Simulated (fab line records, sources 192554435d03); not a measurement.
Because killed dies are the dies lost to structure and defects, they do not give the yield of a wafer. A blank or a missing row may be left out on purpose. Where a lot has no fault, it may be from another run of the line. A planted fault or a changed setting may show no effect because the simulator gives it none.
Lot-split experiment || flow n5Finfet || route with 1938 steps; 7 lots, 39 wafers read

## THE SPLIT ITSELF
At N5_PASSIVATION_ETCH_15 (etches SiCN in CF4/N2, target depth 75 nm, time 81.2 s), the setting targetDepthA was moved away from the recipe's 750 angstrom on 18 of the 39 wafers read, by -53.4% to +25.1%. This setting was run at the recipe's value on the other wafers.

The reading is taken at the split's own step.

## THE READING
etch.depthNm (the simulator's own value, which no gauge read), in nm, at N5_PASSIVATION_ETCH_15 (etches SiCN in CF4/N2, target depth 75 nm, time 81.2 s). The file gives no usual value for it. Here, 21 wafers ran the recipe; their average is 64.31 nm with a standard deviation of 1 nm.

{"wafer": "L080.1", "tool, chamber at the split": "rieDiel-05, 0", "targetDepthA as run, angstrom": 750, "against the recipe": "recipe", "etch.depthNm, nm": 63.95, "against lot-mates on the recipe": "-"}
{"wafer": "L080.2", "tool, chamber at the split": "rieDiel-05, 2", "targetDepthA as run, angstrom": 750, "against the recipe": "recipe", "etch.depthNm, nm": 64.71, "against lot-mates on the recipe": "-"}
{"wafer": "L080.3", "tool, chamber at the split": "rieDiel-05, 3", "targetDepthA as run, angstrom": 750, "against the recipe": "recipe", "etch.depthNm, nm": 64.27, "against lot-mates on the recipe": "-"}
{"wafer": "L081.1", "tool, chamber at the split": "rieDiel-05, 2", "targetDepthA as run, angstrom": 582.7, "against the recipe": "-22.3%", "etch.depthNm, nm": 50.56, "against lot-mates on the recipe": -15.54}
{"wafer": "L081.2", "tool, chamber at the split": "rieDiel-05, 0", "targetDepthA as run, angstrom": 582.7, "against the recipe": "-22.3%", "etch.depthNm, nm": 50.04, "against lot-mates on the recipe": -16.06}
{"wafer": "L081.3", "tool, chamber at the split": "rieDiel-05, 3", "targetDepthA as run, angstrom": 750, "against the recipe": "recipe", "etch.depthNm, nm": 64.63, "against lot-mates on the recipe": "-"}
{"wafer": "L081.4", "tool, chamber at the split": "rieDiel-05, 1", "targetDepthA as run, angstrom": 750, "against the recipe": "recipe", "etch.depthNm, nm": 67.13, "against lot-mates on the recipe": "-"}
{"wafer": "L081.5", "tool, chamber at the split": "rieDiel-05, 1", "targetDepthA as run, angstrom": 750, "against the recipe": "recipe", "etch.depthNm, nm": 66.55, "against lot-mates on the recipe": "-"}
{"wafer": "L081.6", "tool, chamber at the split": "rieDiel-05, 2", "targetDepthA as run, angstrom": 582.7, "against the recipe": "-22.3%", "etch.depthNm, nm": 50.63, "against lot-mates on the recipe": -15.47}
{"wafer": "L083.1", "tool, chamber at the split": "rieDiel-05, 3", "targetDepthA as run, angstrom": 750, "against the recipe": "recipe", "etch.depthNm, nm": 63.35, "against lot-mates on the recipe": "-"}
{"wafer": "L083.2", "tool, chamber at the split": "rieDiel-05, 1", "targetDepthA as run, angstrom": 913.9, "against the recipe": "+21.9%", "etch.depthNm, nm": 80.94, "against lot-mates on the recipe": "+17.10"}
{"wafer": "L083.3", "tool, chamber at the split": "rieDiel-05, 2", "targetDepthA as run, angstrom": 913.9, "against the recipe": "+21.9%", "etch.depthNm, nm": 78.42, "against lot-mates on the recipe": "+14.58"}
{"wafer": "L083.4", "tool, chamber at the split": "rieDiel-05, 0", "targetDepthA as run, angstrom": 913.9, "against the recipe": "+21.9%", "etch.depthNm, nm": 77.57, "against lot-mates on the recipe": "+13.73"}
{"wafer": "L083.5", "tool, chamber at the split": "rieDiel-05, 3", "targetDepthA as run, angstrom": 750, "against the recipe": "recipe", "etch.depthNm, nm": 63.38, "against lot-mates on the recipe": "-"}
{"wafer": "L083.6", "tool, chamber at the split": "rieDiel-05, 2", "targetDepthA as run, angstrom": 750, "against the recipe": "recipe", "etch.depthNm, nm": 64.78, "against lot-mates on the recipe": "-"}
{"wafer": "L087.1", "tool, chamber at the split": "rieDiel-03, 1", "targetDepthA as run, angstrom": 436.8, "against the recipe": "-41.8%", "etch.depthNm, nm": 35.85, "against lot-mates on the recipe": -27.51}
{"wafer": "L087.2", "tool, chamber at the split": "rieDiel-03, 0", "targetDepthA as run, angstrom": 436.8, "against the recipe": "-41.8%", "etch.depthNm, nm": 36.37, "against lot-mates on the recipe": -26.99}
{"wafer": "L087.3", "tool, chamber at the split": "rieDiel-03, 3", "targetDepthA as run, angstrom": 750, "against the recipe": "recipe", "etch.depthNm, nm": 63.98, "against lot-mates on the recipe": "-"}
{"wafer": "L087.4", "tool, chamber at the split": "rieDiel-03, 2", "targetDepthA as run, angstrom": 750, "against the recipe": "recipe", "etch.depthNm, nm": 64.03, "against lot-mates on the recipe": "-"}
{"wafer": "L087.5", "tool, chamber at the split": "rieDiel-03, 0", "targetDepthA as run, angstrom": 436.8, "against the recipe": "-41.8%", "etch.depthNm, nm": 36.78, "against lot-mates on the recipe": -26.58}
{"wafer": "L087.6", "tool, chamber at the split": "rieDiel-03, 1", "targetDepthA as run, angstrom": 750, "against the recipe": "recipe", "etch.depthNm, nm": 62.08, "against lot-mates on the recipe": "-"}
{"wafer": "L086.1", "tool, chamber at the split": "rieDiel-05, 3", "targetDepthA as run, angstrom": 938.3, "against the recipe": "+25.1%", "etch.depthNm, nm": 80.53, "against lot-mates on the recipe": "+16.33"}
{"wafer": "L086.2", "tool, chamber at the split": "rieDiel-05, 2", "targetDepthA as run, angstrom": 750, "against the recipe": "recipe", "etch.depthNm, nm": 64.59, "against lot-mates on the recipe": "-"}
{"wafer": "L086.3", "tool, chamber at the split": "rieDiel-05, 0", "targetDepthA as run, angstrom": 750, "against the recipe": "recipe", "etch.depthNm, nm": 64.47, "against lot-mates on the recipe": "-"}
{"wafer": "L086.4", "tool, chamber at the split": "rieDiel-05, 1", "targetDepthA as run, angstrom": 938.3, "against the recipe": "+25.1%", "etch.depthNm, nm": 82.81, "against lot-mates on the recipe": "+18.61"}
{"wafer": "L086.5", "tool, chamber at the split": "rieDiel-05, 3", "targetDepthA as run, angstrom": 750, "against the recipe": "recipe", "etch.depthNm, nm": 63.53, "against lot-mates on the recipe": "-"}
{"wafer": "L086.6", "tool, chamber at the split": "rieDiel-05, 0", "targetDepthA as run, angstrom": 938.3, "against the recipe": "+25.1%", "etch.depthNm, nm": 80.74, "against lot-mates on the recipe": "+16.54"}
{"wafer": "L090.1", "tool, chamber at the split": "rieDiel-05, 1", "targetDepthA as run, angstrom": 349.2, "against the recipe": "-53.4%", "etch.depthNm, nm": 31.21, "against lot-mates on the recipe": -33.29}
{"wafer": "L090.2", "tool, chamber at the split": "rieDiel-05, 2", "targetDepthA as run, angstrom": 349.2, "against the recipe": "-53.4%", "etch.depthNm, nm": 30.34, "against lot-mates on the recipe": -34.16}
{"wafer": "L090.3", "tool, chamber at the split": "rieDiel-05, 0", "targetDepthA as run, angstrom": 750, "against the recipe": "recipe", "etch.depthNm, nm": 64.04, "against lot-mates on the recipe": "-"}
{"wafer": "L090.4", "tool, chamber at the split": "rieDiel-05, 3", "targetDepthA as run, angstrom": 750, "against the recipe": "recipe", "etch.depthNm, nm": 64.29, "against lot-mates on the recipe": "-"}
{"wafer": "L090.5", "tool, chamber at the split": "rieDiel-05, 2", "targetDepthA as run, angstrom": 750, "against the recipe": "recipe", "etch.depthNm, nm": 65.18, "against lot-mates on the recipe": "-"}
{"wafer": "L090.6", "tool, chamber at the split": "rieDiel-05, 3", "targetDepthA as run, angstrom": 349.2, "against the recipe": "-53.4%", "etch.depthNm, nm": 29.73, "against lot-mates on the recipe": -34.77}
{"wafer": "L089.1", "tool, chamber at the split": "rieDiel-03, 3", "targetDepthA as run, angstrom": 750, "against the recipe": "recipe", "etch.depthNm, nm": 64.07, "against lot-mates on the recipe": "-"}
{"wafer": "L089.2", "tool, chamber at the split": "rieDiel-03, 2", "targetDepthA as run, angstrom": 750, "against the recipe": "recipe", "etch.depthNm, nm": 63.94, "against lot-mates on the recipe": "-"}
{"wafer": "L089.3", "tool, chamber at the split": "rieDiel-03, 0", "targetDepthA as run, angstrom": 583.4, "against the recipe": "-22.2%", "etch.depthNm, nm": 49.3, "against lot-mates on the recipe": -14.54}
{"wafer": "L089.4", "tool, chamber at the split": "rieDiel-03, 1", "targetDepthA as run, angstrom": 583.4, "against the recipe": "-22.2%", "etch.depthNm, nm": 50.92, "against lot-mates on the recipe": -12.92}
{"wafer": "L089.5", "tool, chamber at the split": "rieDiel-03, 1", "targetDepthA as run, angstrom": 583.4, "against the recipe": "-22.2%", "etch.depthNm, nm": 50.57, "against lot-mates on the recipe": -13.27}
{"wafer": "L089.6", "tool, chamber at the split": "rieDiel-03, 0", "targetDepthA as run, angstrom": 750, "against the recipe": "recipe", "etch.depthNm, nm": 63.5, "against lot-mates on the recipe": "-"}

THE FIT
A straight line over all 39 wafers: etch.depthNm changes by +0.652 nm for each +1% of targetDepthA; r = +1.00; the points scatter about the line by 1.1 nm.
The same after taking each lot's own level away (the mean of its wafers on the recipe; 39 wafers): +0.654 nm for each +1%; r = +1.00; scatter 0.94 nm.
On that fit, the largest move of targetDepthA shifts the reading by 35 nm.
The span of the lots' own levels, 63.363 to 66.103 nm, comes to 2.6 times the standard deviation stated above.
So the lot-to-lot level changes the slope little: the two slopes agree.
Check: for one of the wafers moved furthest among these (-53.4%), held out of the fit, the line's prediction against its lot-mates is -35 nm. Against them it came out at -33.3 nm.

## THE OTHER SPLITS THESE WAFERS WENT THROUGH
Before the reading, these wafers also passed through other splits. Each is held against what the fit with the lots' levels taken away leaves over:
{"other split on the same wafers": "N5_BEOL_M0_TRENCH_ETCH_107 targetDepthA", "wafers away from the commonest value": 18, "r with etch.depthNm (lot level and that fit taken away)": -0.24}
{"other split on the same wafers": "N5_BEOL_M2_ILD_DEP_00 timeS", "wafers away from the commonest value": 15, "r with etch.depthNm (lot level and that fit taken away)": "+0.04"}
{"other split on the same wafers": "N5_BEOL_M5_CVD_47 targetThkA", "wafers away from the commonest value": 15, "r with etch.depthNm (lot level and that fit taken away)": -0.02}
{"other split on the same wafers": "N5_BEOL_M7_DEP_56 targetThkA", "wafers away from the commonest value": 12, "r with etch.depthNm (lot level and that fit taken away)": -0.18}
{"other split on the same wafers": "N5_BEOL_M11_PECVD_70 timeS", "wafers away from the commonest value": 9, "r with etch.depthNm (lot level and that fit taken away)": -0.08}
{"other split on the same wafers": "N5_BEOL_M12_SPUTTER_43 timeS", "wafers away from the commonest value": 12, "r with etch.depthNm (lot level and that fit taken away)": -0.36}
{"other split on the same wafers": "N5_BEOL_M14_ETCH_68 timeS", "wafers away from the commonest value": 15, "r with etch.depthNm (lot level and that fit taken away)": "+0.17"}

## FILE'S OWN FIT
etch.depthNm changes by +0.651 nm for each +1% of targetDepthA, r = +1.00.
